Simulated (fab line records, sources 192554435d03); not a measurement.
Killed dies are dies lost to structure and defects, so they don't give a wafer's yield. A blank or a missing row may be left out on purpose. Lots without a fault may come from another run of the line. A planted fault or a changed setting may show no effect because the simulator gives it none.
fab line records | flow n5_finfet
record lots=7 wafers=39
route steps=1938 shown DUMMY_GATE@246 SPACER0@259 DUMMY_REMOVAL@382 HKMG_FIN@385 MOL_CONTACT_COAG@532 BEOL_M4@1111
start_h: hours from the record's first day to the start of the lot's first wafer shown | wait_h: hours since the lot's step before | " the same as in the row above | L1.1+2: a row that stands for several wafers | - no value, or no start given | * or withheld: withheld | < > ~ a bound
route shown NAME@n: a module of which the file shows steps, and the number in the route of the first | usual: mean/standard deviation of fault-free wafers | same: alike in all rows | chamber/n: place in a boat | sites: the reading at each site | _std_site: their standard deviation | _edge_site: outer sites' mean less inner sites' | radius_mm: how far each site lies from the wafer's centre | mask NAME#n: copy n | behind: the tool/chamber that last shaped the wafer | hold: why the lot was held/for how many hours/how that ended | device: the transistor (n, p or np) that didn't switch | end of line: the same wafers' tests at the end of the route | a step without rows: its recipe alone | killed: dies lost to structure and defects at the first sort, not the wafer's yield | map: a wafer's dies, x killed, . not, _ none there
set.NAME: the setting as run; set.NAME@STEP: as run at that earlier step | model.NAME: the simulator's own value behind a step, which no gauge read
lots whose settings were changed on purpose; a table a step, a row a wafer
## steps
# step N5_DUMMY_GATE_ETCH_32
# recipe chemistry=CF4 target=SiO2 target_depth_a=35 time_s=3.9 ion_energy_ev=350 pressure_mtorr=10 icp_w=800 bias_w=400 cf4_flow_sccm=80
# step N5_DUMMY_GATE_ETCH_44
# recipe chemistry=HBr/O2 over_etch_frac=0.7 target_depth_a=1275 stop_on=SiO2 ion_energy_ev=60 bias_w=20 target=poly-Si mask_material=SiO2 pressure_mtorr=20 icp_w=400 HBr_flow_sccm=120 O2_flow_sccm=10
# step N5_SPACER0_ALD_00
# recipe material=SiOCN target_thk_a=35 temp_c=400 ald_precursor_family=alkyl-aminosilane ald_co_reactant=O2/N2-plasma pulse_time_s=3 purge_time_s=2 co_reactant_purge_time_s=2 ald_cycles=58 pressure_torr=2
# step N5_SPACER0_ALD_08
# recipe material=SiNx target_thk_a=20 temp_c=400 ald_precursor_family=SiH2I2 ald_co_reactant=N2/H2-plasma pressure_torr=2
# step N5_DUMMY_REMOVAL_PRECLEAN_08
# recipe chemistry=NF3:NH3 afs_cycles=2 temp_c=30 time_s=20 sublimation_temp_c=180 sublimation_time_s=60 pressure_torr=3 rf_power_w=30
# step N5_HKMG_FIN_IL_REGROW_00
# recipe material=SiO2 target_thk_a=7.5 chemistry=O3 temp_c=withheld time_s=30
# step N5_HKMG_FIN_EXPOSE_09
# recipe mask_id=NWFM na=1.35 source_shape=conventional sigma_outer=0.8 polarization=unpolarized target_cd_nm=98 dose_mj=39.25
# step N5_MOL_CONTACT_COAG_ETCH_106
# recipe chemistry=N2/H2 target=SOC target_depth_a=800 overetch_a=160 mask_material=SiARC temp_c=40 time_s=120 ion_energy_ev=200 pressure_mtorr=30 source_w=840 bias_w=150 n2_flow_sccm=200 h2_flow_sccm=200
# step N5_MOL_CONTACT_COAG_ETCH_67
# recipe chemistry=N2/H2 target=SOC target_depth_a=600 overetch_a=210 mask_material=SiARC temp_c=40 time_s=101.2 ion_energy_ev=200 pressure_mtorr=30 source_w=840 bias_w=150 n2_flow_sccm=200 h2_flow_sccm=200
# step N5_BEOL_M4_RC_MEAS_101
# usual REXT_N=75.2/1.6 REXT_P=99.4/2
# columns lot.wafer tool chamber start_h wait_h set.time_s@DUMMY_GATE_ETCH_32 set.target_depth_a@DUMMY_GATE_ETCH_44 set.ald_cycles@SPACER0_ALD_00 set.target_thk_a@SPACER0_ALD_08 set.afs_target_nm@DUMMY_REMOVAL_PRECLEAN_08 set.time_s@HKMG_FIN_IL_REGROW_00 set.dose_mj@HKMG_FIN_EXPOSE_09 set.target_depth_a@MOL_CONTACT_COAG_ETCH_106 set.source_w@MOL_CONTACT_COAG_ETCH_67 REXT_N[ohm.um] REXT_P[ohm.um]
L075.1 prober-02 0 167.88 0.0 3.9 1275 58 17.3 1.5 30 39.25 743.9 840 71.8 99.8
L075.2 " 0 " " 4.381 1431 58 20 1.265 30 39.25 743.9 840 75.1 102.6
L075.3 " 0 " " 3.9 1275 58 20 1.265 30 39.25 800 840 72.8 102.3
L075.4 " 0 " " 3.9 1431 58 20 1.5 30 39.25 743.9 840 74.7 101.8
L075.5 " 0 " " 4.381 1431 58 17.3 1.5 30 39.25 800 840 71.6 99.7
L075.6 " 0 " " 4.381 1275 58 17.3 1.265 30 39.25 800 840 70.5 97.9
L076.1 prober-01 0 172.22 0.0 3.9 1167 67 20 1.5 30 41.97 853.6 840 79.8 107.2
L076.2 " 0 " " 3.9 1275 58 20 1.376 30 41.97 800 939.7 73.6 100.2
L076.3 " 0 " " 3.9 1275 67 20 1.5 30 39.25 853.6 840 79.7 108.0
L076.4 " 0 " " 3.9 1167 67 22.15 1.376 30 39.25 800 840 84.4 113.9
L076.5 " 0 " " 3.9 1275 58 22.15 1.5 30 41.97 800 939.7 77.3 102.8
L076.6 " 0 " " 3.9 1167 58 22.15 1.376 30 39.25 853.6 939.7 76.4 103.9
L078.1 prober-01 0 200.16 0.0 3.9 1344 55 20 1.414 30 37.12 702.3 884.1 75.4 97.0
L078.2 " 0 " " 3.9 1275 55 21.2 1.5 30 39.25 800 884.1 75.7 96.7
L078.3 " 0 " " 4.177 1275 58 20 1.5 30 37.12 800 840 77.6 98.2
L078.4 " 0 " " 3.9 1344 58 21.2 1.5 26.08 39.25 702.3 840 78.1 99.9
L078.5 " 0 " " 4.177 1344 58 21.2 1.414 26.08 37.12 702.3 884.1 77.9 100.7
L078.6 " 0 " " 4.177 1275 55 20 1.414 26.08 39.25 800 840 73.4 94.4
L079.1 prober-02 0 202.72 0.0 3.9 1222 58 22.43 1.5 36.86 39.25 800 840 78.8 100.1
L079.2 " 0 " " 4.294 1275 58 22.43 1.27 36.86 39.25 702.6 840 79.6 101.8
L079.3 " 0 " " 4.294 1275 58 22.43 1.5 30 39.25 702.6 840 78.8 102.3
L079.4 " 0 " " 3.9 1275 58 20 1.27 30 39.25 800 840 74.7 99.8
L079.5 " 0 " " 3.9 1222 58 20 1.5 36.86 39.25 702.6 840 76.5 98.6
L079.6 " 0 " " 4.294 1222 58 20 1.27 30 39.25 800 840 76.1 97.9
L090.4 prober-01 0 277.84 0.5 3.9 1275 58 20 1.5 30 39.25 800 840 77.7 100.4
L090.5 " 0 " " 3.9 1275 58 20 1.5 30 39.25 800 840 76.7 100.4
L090.6 " 0 " " 3.9 1275 58 20 1.5 30 39.25 800 840 77.2 102.0
L096.1 prober-01 0 305.74 0.0 4.734 1275 58 21.86 1.5 30 39.25 742.8 756.6 77.1 98.3
L096.2 " 0 " " 3.9 1337 58 21.86 1.424 30 39.25 742.8 840 76.2 97.9
L096.3 " 0 " " 3.9 1337 58 20 1.424 30 39.25 800 840 74.2 97.9
L096.4 " 0 " " 3.9 1275 58 20 1.5 30 42.11 742.8 840 74.7 96.8
L096.5 " 0 " " 4.734 1275 58 21.86 1.424 30 42.11 800 756.6 76.0 98.2
L096.6 " 0 " " 4.734 1337 58 20 1.5 30 42.11 800 756.6 73.7 96.0
L097.1 prober-02 0 309.49 0.0 3.9 1275 58 20 1.5 30 39.25 800 840 73.8 101.4
L097.2 " 0 " " 3.9 1275 58 20 1.719 30 39.25 800 840 73.9 100.6
L097.3 " 0 " " 3.9 1275 56 22.05 1.719 30 39.25 800 840 73.7 105.4
L097.4 " 0 " " 3.9 1275 56 20 1.5 30 39.25 800 840 72.8 100.4
L097.5 " 0 " " 3.9 1275 58 22.05 1.5 30 39.25 800 840 75.8 105.6
L097.6 " 0 " " 3.9 1275 56 22.05 1.719 30 39.25 800 840 74.7 104.3
## key
split step=N5_DUMMY_GATE_ETCH_32 setting=time_s stated_as=3.9
response none clear
split step=N5_DUMMY_GATE_ETCH_44 setting=target_depth_a stated_as=1275
response none clear
split step=N5_SPACER0_ALD_00 setting=ald_cycles stated_as=58
response step=N5_BEOL_M4_RC_MEAS_101 reading=REXT_N slope=+0.44 per=1% together_with=all explained=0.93
split step=N5_SPACER0_ALD_08 setting=target_thk_a stated_as=20
response step=N5_BEOL_M4_RC_MEAS_101 reading=REXT_N slope=+0.219 per=1% together_with=all explained=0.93
response step=N5_BEOL_M4_RC_MEAS_101 reading=REXT_P slope=+0.266 per=1% together_with=all explained=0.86
split step=N5_DUMMY_REMOVAL_PRECLEAN_08 setting=afs_target_nm stated_as=1.5
response none clear
split step=N5_HKMG_FIN_IL_REGROW_00 setting=time_s stated_as=30
response none clear
split step=N5_HKMG_FIN_EXPOSE_09 setting=dose_mj stated_as=39.25
response none clear
split step=N5_MOL_CONTACT_COAG_ETCH_106 setting=target_depth_a stated_as=800
response none clear
split step=N5_MOL_CONTACT_COAG_ETCH_67 setting=source_w stated_as=840
response none clear
